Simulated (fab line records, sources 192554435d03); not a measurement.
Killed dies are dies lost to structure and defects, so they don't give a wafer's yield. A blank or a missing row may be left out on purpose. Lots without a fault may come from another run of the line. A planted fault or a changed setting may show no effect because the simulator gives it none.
fab line records | flow n5_finfet
record lots=7 wafers=21
route steps=1938 shown BEOL_M14@1753 BEOL_M15@1824 TV_LITHO@1879 PASSIVATION@1930
start_h: hours from the record's first day to the start of the lot's first wafer shown | wait_h: hours since the lot's step before | " the same as in the row above | L1.1+2: a row that stands for several wafers | - no value, or no start given | * or withheld: withheld | < > ~ a bound
route shown NAME@n: a module of which the file shows steps, and the number in the route of the first | usual: mean/standard deviation of fault-free wafers | same: alike in all rows | chamber/n: place in a boat | sites: the reading at each site | _std_site: their standard deviation | _edge_site: outer sites' mean less inner sites' | radius_mm: how far each site lies from the wafer's centre | mask NAME#n: copy n | behind: the tool/chamber that last shaped the wafer | hold: why the lot was held/for how many hours/how that ended | device: the transistor (n, p or np) that didn't switch | end of line: the same wafers' tests at the end of the route | a step without rows: its recipe alone | killed: dies lost to structure and defects at the first sort, not the wafer's yield | map: a wafer's dies, x killed, . not, _ none there
set.NAME: the setting as run; set.NAME@STEP: as run at that earlier step | model.NAME: the simulator's own value behind a step, which no gauge read
lots whose settings were changed on purpose; a table a step, a row a wafer
## steps
# step N5_BEOL_M14_TRENCH_ETCH_34
# recipe chemistry=C4F8/O2/Ar target=SiO2 target_depth_a=5566.5 mask_material=SOC he_inner_torr=15 he_outer_torr=30 time_s=126.9 ion_energy_ev=800 pressure_mtorr=20 source_w=1905 bias_w=2040 Ar_flow_sccm=400 C4F8_flow_sccm=16 O2_flow_sccm=12
# columns lot.wafer tool chamber start_h wait_h set.time_s model.etch.depth_nm
L074.2 rie_diel-01 2 243.89 0.0 108.9 480.1
L074.5 " 0 " " 126.9 547.7
L074.6 " 1 " " 126.9 549.9
L082.1 rie_diel-03 3 320.53 0.0 145.6 598.6
L082.3 " 2 " " 126.9 573.6
L082.5 " 3 " " 126.9 517.8
L089.2 rie_diel-05 2 346.42 0.0 112.4 519.5
L089.3 " 1 " " 112.4 479
L089.5 " 2 " " 126.9 583.6
L090.3 rie_diel-01 2 347.98 0.0 100.8 446.4
L090.5 " 1 " " 126.9 585.1
L090.6 " 2 " " 100.8 449.9
L093.1 rie_diel-03 1 373.72 0.0 153 693.1
L093.4 " 1 " " 153 693.9
L093.6 " 3 " " 153 634.3
L094.1 rie_diel-05 1 388.22 0.0 137.7 586
L094.3 " 2 " " 137.7 631
L094.4 " 3 " " 126.9 546.3
L097.1 rie_diel-03 2 399.64 0.0 126.9 564.2
L097.3 " 1 " " 126.9 571.6
L097.4 " 3 " " 126.9 514.8
# step N5_BEOL_M14_STRIP_70
# recipe chemistry=C4F8/O2/Ar resist=SiARC rf_frequency_hz=6e+07
# step N5_BEOL_M14_OCD_MEAS_35
# usual trench_depth_nm=556/19
# columns lot.wafer tool chamber start_h wait_h set.time_s@BEOL_M14_TRENCH_ETCH_34 trench_depth_nm
L074.2 ocd-02 - 244.05 0.0 108.9 480
L074.5 " - " " 126.9 548
L074.6 " - " " 126.9 550
L082.1 ocd-01 - 320.68 0.0 145.6 599
L082.3 " - " " 126.9 574
L082.5 " - " " 126.9 518
L089.2 ocd-01 - 346.58 0.0 112.4 519
L089.3 " - " " 112.4 479
L089.5 " - " " 126.9 584
L090.3 ocd-01 - 348.13 0.0 100.8 447
L090.5 " - " " 126.9 585
L090.6 " - " " 100.8 450
L093.1 ocd-02 - 373.87 0.0 153 693
L093.4 " - " " 153 694
L093.6 " - " " 153 634
L094.1 ocd-01 - 388.38 0.0 137.7 586
L094.3 " - " " 137.7 631
L094.4 " - " " 126.9 546
L097.1 ocd-02 - 399.79 0.0 126.9 564
L097.3 " - " " 126.9 572
L097.4 " - " " 126.9 515
# step N5_BEOL_M14_STRIP_37
# recipe chemistry=O2 power_w=600 temp_c=60 pressure_mtorr=30 rf_frequency_hz=6e+07 bias_power_w=0 overash_fraction=0.3 o2_flow_sccm=225
# step N5_BEOL_M14_ETCH_38
# recipe chemistry=CF4/N2 target=SiCN target_depth_a=1065 taper_deg=2 time_s=120.6 ion_energy_ev=150 mask_material=SiO2 pressure_mtorr=40 source_w=430 bias_w=70 Ar_flow_sccm=100 cf4_flow_sccm=60 n2_flow_sccm=60
# step N5_BEOL_M14_PRE_CLEAN_52
# recipe gas=NH3 time_s=15 temp_c=withheld rf_power_w=300
# step N5_BEOL_M14_DEP_53
# recipe material=SiCN target_thk_a=500 temp_c=withheld precursor=3MS/NH3 pressure_torr=3 rf_w=675 time_s=17.8
# step N5_BEOL_M14_RS_MEAS_54
# recipe thk_meas_gauge=four-point-probe reads=Cu_of_BEOL_M14_ECD_47+Ta_of_BEOL_M14_SPUTTER_44+TaN_of_BEOL_M14_SPUTTER_43
# usual M14_RS=0.0332/0.0012
# columns lot.wafer tool chamber start_h wait_h set.time_s@BEOL_M14_TRENCH_ETCH_34 M14_RS[ohm/sq]
L074.2 film_metro-02 - 248.86 0.1 108.9 0.0388
L074.5 " - " " 126.9 0.0337
L074.6 " - " " 126.9 0.0337
L082.1 film_metro-01 - 327.06 0.0 145.6 0.0308
L082.3 " - " " 126.9 0.0321
L082.5 " - " " 126.9 0.0356
L089.2 film_metro-02 - 350.61 0.1 112.4 0.0355
L089.3 " - " " 112.4 0.0387
L089.5 " - " " 126.9 0.0315
L090.3 film_metro-01 - 353.33 0.1 100.8 0.0414
L090.5 " - " " 126.9 0.0316
L090.6 " - " " 100.8 0.0412
L093.1 film_metro-01 - 375.80 0.0 153 0.0265
L093.4 " - " " 153 0.0265
L093.6 " - " " 153 0.0290
L094.1 film_metro-02 - 393.54 0.0 137.7 0.0316
L094.3 " - " " 137.7 0.0293
L094.4 " - " " 126.9 0.0339
L097.1 film_metro-02 - 402.32 0.0 126.9 0.0327
L097.3 " - " " 126.9 0.0324
L097.4 " - " " 126.9 0.0360
# step N5_BEOL_M15_CMP_49
# recipe stop_on=SiO2 t_overpolish_s=4.9 down_force_psi=2 platen_rpm=80 clearing_platen_down_force_psi=2 clearing_platen_rpm=80 post_cmp_clean=cu_alkaline target_thk_nm=850 clearing_platen_pad_velocity_m_s=1.5917 pad_velocity_m_s=1.5917
# usual barrier_field_endpoint_s=11.5/0.32
# columns lot.wafer tool chamber start_h wait_h set.down_force_psi barrier_field_endpoint_s
L074.2 cmp-03 0 254.31 0.2 2 11.3
L074.5 " 0 " " 2 11.3
L074.6 " 1 " " 2 11.1
L082.1 cmp-02 3 332.88 0.3 2 11.8
L082.3 " 1 " " 2 11.5
L082.5 " 2 " " 2 11.3
L089.3 cmp-02 3 355.59 0.2 2.189 11.0
L089.2 " 0 " " 2 12.3
L089.5 " 2 " " 2 12.2
L090.3 cmp-03 1 364.39 0.2 2 11.8
L090.5 " 1 " " 1.684 13.7
L090.6 " 2 " " 2 11.2
L093.4 cmp-03 3 386.15 0.1 2 11.7
L093.1 " 0 " " 2 11.7
L093.6 " 3 " " 1.604 14.4
L094.3 cmp-01 0 399.02 0.2 2 11.2
L094.4 " 1 " " 2.24 10.1
L094.1 " 2 " " 2 10.9
L097.1 cmp-03 0 406.53 0.3 2 11.7
L097.4 " 2 " " 2 10.7
L097.3 " 3 " " 2 11.5
# step N5_PASSIVATION_EXPOSE_07
# recipe mask_id=TV na=0.55 source_shape=conventional sigma_outer=0.8 polarization=unpolarized defocus_nm=0 target_cd_nm=3000 dose_mj=22.75
# columns lot.wafer tool chamber start_h wait_h mask set.dose_mj
L074.2+5+6 krf_scanner-02 0 262.85 - TV#0 22.75
L082.1+3+5 krf_scanner-02 0 342.52 - TV#0 22.75
L089.2+3+5 krf_scanner-01 0 365.56 - TV#0 22.75
L090.3 krf_scanner-01 0 373.89 - TV#0 21.81
L090.5+6 " 0 " " TV#0 22.75
L093.1+6 krf_scanner-01 0 395.42 - TV#0 22.75
L093.4 " 0 " " TV#0 21.08
L094.1 krf_scanner-02 0 404.48 - TV#0 23.58
L094.3+4 " 0 " " TV#0 22.75
L097.1+3+4 krf_scanner-01 0 412.04 - TV#0 22.75
# step N5_PASSIVATION_PEB_08
# recipe peb_temp_c=withheld peb_time_s=*
# step N5_PASSIVATION_DEVELOP_09
# recipe develop_time_s=60 rinse_liquid=diw dry=air_spin dev_temp_c=21
# step N5_PASSIVATION_HARDBAKE_11
# recipe temp_c=130 time_s=120
# step N5_PASSIVATION_CD_MEAS_10
# recipe target_cd_nm=3000 landing_energy_ev=500 detector=se_inlens
# usual cd_nm=2998.5/3
# columns lot.wafer tool chamber start_h wait_h set.dose_mj@PASSIVATION_EXPOSE_07 cd_nm
L074.2 cd_sem-01 0 263.02 - 22.75 2997.9
L074.5 " 0 " " 22.75 2993.4
L074.6 " 0 " " 22.75 2995.8
L082.1 cd_sem-01 0 342.70 - 22.75 2997.7
L082.3 " 0 " " 22.75 2994.3
L082.5 " 0 " " 22.75 2993.8
L089.2 cd_sem-01 0 365.73 - 22.75 2991.4
L089.3 " 0 " " 22.75 2997.0
L089.5 " 0 " " 22.75 2994.2
L090.3 cd_sem-03 0 374.05 - 21.81 2991.2
L090.5 " 0 " " 22.75 2998.1
L090.6 " 0 " " 22.75 2997.8
L093.1 cd_sem-02 0 395.60 - 22.75 2999.6
L093.4 " 0 " " 21.08 2979.6
L093.6 " 0 " " 22.75 2992.5
L094.1 cd_sem-01 0 404.66 - 23.58 3000.6
L094.3 " 0 " " 22.75 2993.4
L094.4 " 0 " " 22.75 2990.9
L097.1 cd_sem-03 0 412.21 - 22.75 2995.2
L097.3 " 0 " " 22.75 3001.7
L097.4 " 0 " " 22.75 2999.6
# step N5_PASSIVATION_ETCH_54
# recipe chemistry=CHF3/O2 target=SiO2 target_depth_a=8800 CHF3_flow_sccm=50 O2_flow_sccm=5 Ar_flow_sccm=200 time_s=440 mask_material=PR pressure_mtorr=30 source_w=650 bias_w=170 ion_energy_ev=200
# columns lot.wafer tool chamber start_h wait_h set.time_s model.etch.depth_nm model.PASSIVATION.feature_depth_nm
L074.2 rie_diel-03 2 266.97 0.1 356 742.7 742.8
L074.5 " 2 " " 440 925.5 925.6
L074.6 " 3 " " 440 850 850
L082.1 rie_diel-05 0 347.73 0.1 370.4 736.6 736.6
L082.3 " 2 " " 440 913.3 913.2
L082.5 " 3 " " 440 894 894
L089.2 rie_diel-01 1 371.72 0.1 440 908.3 908.2
L089.3 " 0 " " 440 868.5 868.6
L089.5 " 1 " " 440 908.4 908.4
L090.3 rie_diel-03 3 377.77 0.1 538.1 1041 1041
L090.5 " 1 " " 440 892.6 892.6
L090.6 " 2 " " 538.1 1106 1106
L093.1 rie_diel-05 3 400.24 0.1 342.7 686.3 686.4
L093.4 " 0 " " 342.7 676.7 676.8
L093.6 " 3 " " 440 875 875
L094.1 rie_diel-03 1 408.65 0.1 373.9 759.3 759.4
L094.3 " 2 " " 373.9 765.8 765.8
L094.4 " 3 " " 440 840.6 840.6
L097.1 rie_diel-03 0 416.66 0.1 440 879.5 879.6
L097.3 " 1 " " 440 904.1 904.2
L097.4 " 3 " " 440 834.7 834.6
## key
split step=N5_BEOL_M14_TRENCH_ETCH_34 setting=time_s stated=126.9 by=wafer
response step=N5_BEOL_M14_TRENCH_ETCH_34 reading=model.etch.depth_nm change=+5.81 per=1% r=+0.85
response step=N5_BEOL_M14_OCD_MEAS_35 reading=trench_depth_nm change=+5.81 per=1% r=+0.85
response step=N5_BEOL_M14_RS_MEAS_54 reading=M14_RS change=-0.000393 per=1% r=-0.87
split step=N5_BEOL_M15_CMP_49 setting=down_force_psi stated=2 by=wafer
response step=N5_BEOL_M15_CMP_49 reading=barrier_field_endpoint_s change=-0.129 per=1% r=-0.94
split step=N5_PASSIVATION_EXPOSE_07 setting=dose_mj stated=22.75 by=wafer
response step=N5_PASSIVATION_CD_MEAS_10 reading=cd_nm change=+2.13 per=1% r=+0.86
split step=N5_PASSIVATION_ETCH_54 setting=time_s stated=440 by=wafer
response step=N5_PASSIVATION_ETCH_54 reading=model.etch.depth_nm change=+8.15 per=1% r=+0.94
response step=N5_PASSIVATION_ETCH_54 reading=model.PASSIVATION.feature_depth_nm change=+8.15 per=1% r=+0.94
